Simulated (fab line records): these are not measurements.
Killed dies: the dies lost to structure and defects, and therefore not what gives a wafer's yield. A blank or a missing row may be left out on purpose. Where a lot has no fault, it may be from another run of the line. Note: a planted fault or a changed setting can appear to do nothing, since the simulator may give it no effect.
Struck lot and sound lot, side by side	flow n5Finfet	38 out of 1938 route steps
Sound: wafers L766.3, L766.5, L766.6. Struck: wafer L775.1. (L775.2, L775.5 of the same lot were not struck and are left out.) The cause comes at the end.
Per side, at each step with rows, come the tool, then ch with its chambers, and then its first start. Under that, the readings that differ: sound wafers	struck wafers	difference of the means	sigmas: that difference in standard deviations of wafers without a fault.
alike: readings with means less than 2 such deviations apart, plus words and numbers identical on both sides. not compared: withheld readings, readings lacking a value on some wafer, bounds such as >300 that could conceal the same value, and numbers that have no deviation in the record and whose values overlap.
The two part at a step that has a row with sigmas, a row that says differs or no value, or rows on one side only. Numbers that have no deviation but don't overlap get no sigmas and don't part them. A reading missing from all wafers of one side parts the sides only when that side holds two or more wafers.

first, 9 steps without rows for these wafers: N5_MOL_CONTACT_COAG_SPUTTER_130 (material Co, target thk 47.5 nm); N5_MOL_CONTACT_COAG_PRECLEAN_125 (cleans in DIW, time 57.5 s); N5_MOL_CONTACT_COAG_SRD_126 (dry time 32 s); N5_MOL_CONTACT_COAG_CMP_23 (polishes, stops on SiO2, t overpolish 1.5 s, target thk 0 nm); N5_MOL_CONTACT_COAG_WET_ETCH_26 (target Co, target depth 13 nm); N5_MOL_CONTACT_COAG_WET_ETCH_116 (etches the open film in SC1-inhibited, target depth 4.6 nm, rinse time 30 s); N5_MOL_CONTACT_COAG_ALD_27 (deposits SiOC, target thk 17 nm, pulse time 1.5 s, time 2720 s); N5_MOL_CONTACT_COAG_CMP_28 (polishes, stops on SiNx, t overpolish 0.85 s, target thk 14.522 nm); N5_MOL_CONTACT_COAG_ALD_123 (deposits SiNx, target thk 5 nm, pulse time 1 s, purge time 2 s).
N5_MOL_CONTACT_COAG_PECVD_31: deposits SiO2 from TEOS/O2, target thk 46 nm, time 8.9 s.
  sound on pecvd-04 ch 0,1, day 6 07:20; struck on pecvd-04 ch 1, day 8 08:48
reading	sound	struck	difference	sigmas
model.SiO2_of_MOL_CONTACT_COAG_PECVD_31.thkNm (nm)	45.6 46.2 45.8	15.8	-30.1	
then, 19 steps without rows for these wafers: N5_MOL_CONTACT_COAG_COAT_75 (time 60 s, resist thk 60 nm); N5_MOL_CONTACT_COAG_COAT_76 (time 60 s, resist thk 10 nm); N5_MOL_CONTACT_COAG_COAT_77 (time 60 s, resist thk 10 nm); N5_MOL_CONTACT_COAG_COAT_78 (resist thk 40 nm); N5_MOL_CONTACT_COAG_EBR_80; N5_MOL_CONTACT_COAG_SOFTBAKE_79 (time 60 s); N5_MOL_CONTACT_COAG_EXPOSE_81 (exposes mask VG, defocus 0 nm); N5_MOL_CONTACT_COAG_PEB_82 (peb time 60 s); N5_MOL_CONTACT_COAG_DEVELOP_83 (develop time 30 s); N5_MOL_CONTACT_COAG_DESCUM_88 (chemistry O2, time 7 s); N5_MOL_CONTACT_COAG_ETCH_89 (etches underlayer in N2/H2, target depth 13 nm, time 10.4 s); N5_MOL_CONTACT_COAG_ETCH_90 (etches SiARC in CF4, target depth 13 nm, time 21.7 s); N5_MOL_CONTACT_COAG_ALD_131 (deposits SiO2, target thk 5 nm, pulse time 1 s, co reactant pulse time 1 s); N5_MOL_CONTACT_COAG_ETCHBACK_132 (etches SiO2 in CHF3, target depth 10 nm, time 6.7 s); N5_MOL_CONTACT_COAG_ETCH_91 (etches SOC in N2/H2, target depth 60 nm, overetch 21 nm, time 101.2 s); N5_MOL_CONTACT_COAG_STRIP_92 (strips in N2/H2); N5_MOL_CONTACT_COAG_STRIP_93 (strips in N2/H2); N5_MOL_CONTACT_COAG_ETCHBACK_135 (etches SiO2 in CHF3, target depth 25 nm, time 16.7 s); N5_MOL_CONTACT_COAG_STRIP_118 (strips in CHF3).
N5_MOL_CONTACT_COAG_VIA_ETCH_46: etches SiO2 in C4F6/O2, target depth 46 nm, overetch 9.2 nm, time 40 s.
  sound on rieDiel-01 ch 2,3, day 6 09:32; struck on rieDiel-02 ch 0, day 8 09:44
reading	sound	struck	difference	sigmas
oesProductAu (a.u.)	0.63 0.64 0.79	0.48	-0.21	-4
model.etch.depthNm (nm)	45.67 46.25 45.73	15.77	-30.11	
  alike: drypumpMotorCurrentA, rfVppV, showerheadPlenumPTorr, throttleValvePct
  not compared: rfHoursCounterH
then, 5 steps without rows for these wafers: N5_MOL_CONTACT_COAG_STRIP_96 (strips in N2/H2); N5_MOL_CONTACT_COAG_ETCH_47 (etches SiNx in CH3F/O2, stops on W, target depth 27 nm); N5_MOL_CONTACT_COAG_STRIP_119 (strips in N2/H2, time 30 s); N5_MOL_CONTACT_COAG_PRECLEAN_144 (cleans in alkaline clean, time 60 s); N5_MOL_CONTACT_COAG_SRD_145 (time 30 s).
N5_MOL_CONTACT_COAG_CMP_52: polishes, stops on SiO2, t overpolish 1.5 s, target thk 66.5 nm.
  sound on cmp-02 ch 0,1, day 6 12:52; struck on cmp-02 ch 0, day 8 11:56
reading	sound	struck	difference	sigmas
model.SiO2_of_MOL_CONTACT_COAG_PECVD_31.thkNm (nm)	43.6 44.2 43.6	13.8	-30.0	
  alike: motorCurrentA
N5_MOL_CONTACT_COAG_THK_MEAS_53:
  sound on filmMetro-01, day 6 13:09; struck on filmMetro-02, day 8 12:14
reading	sound	struck	difference	sigmas
VIA_MOL_THK (nm)	43.6 44.2 43.7	13.8	-30.0	-52
-- a jump in the record: the struck wafers' starts before and after are 3 days apart (it breaks off in module MOL_CONTACT_COAG and resumes in module BEOL_M4, where the first step shown is number 1111 of the route) --
N5_BEOL_M4_RC_MEAS_101:
  sound on prober-02 ch 0, day 9 01:12; struck on prober-01 ch 0, day 11 08:21
  alike: DIBL_N, DIBL_P, IOFF_N, IOFF_P, ION_N, ION_P, SS_N, SS_P, VT_N, VT_P

## WHERE THEY PART
Earliest at N5_MOL_CONTACT_COAG_VIA_ETCH_46; latest, in this record, at N5_MOL_CONTACT_COAG_THK_MEAS_53. Later steps at which nothing parts them and some readings are alike: N5_BEOL_M4_RC_MEAS_101.

WHY: whatever the simulator had introduced
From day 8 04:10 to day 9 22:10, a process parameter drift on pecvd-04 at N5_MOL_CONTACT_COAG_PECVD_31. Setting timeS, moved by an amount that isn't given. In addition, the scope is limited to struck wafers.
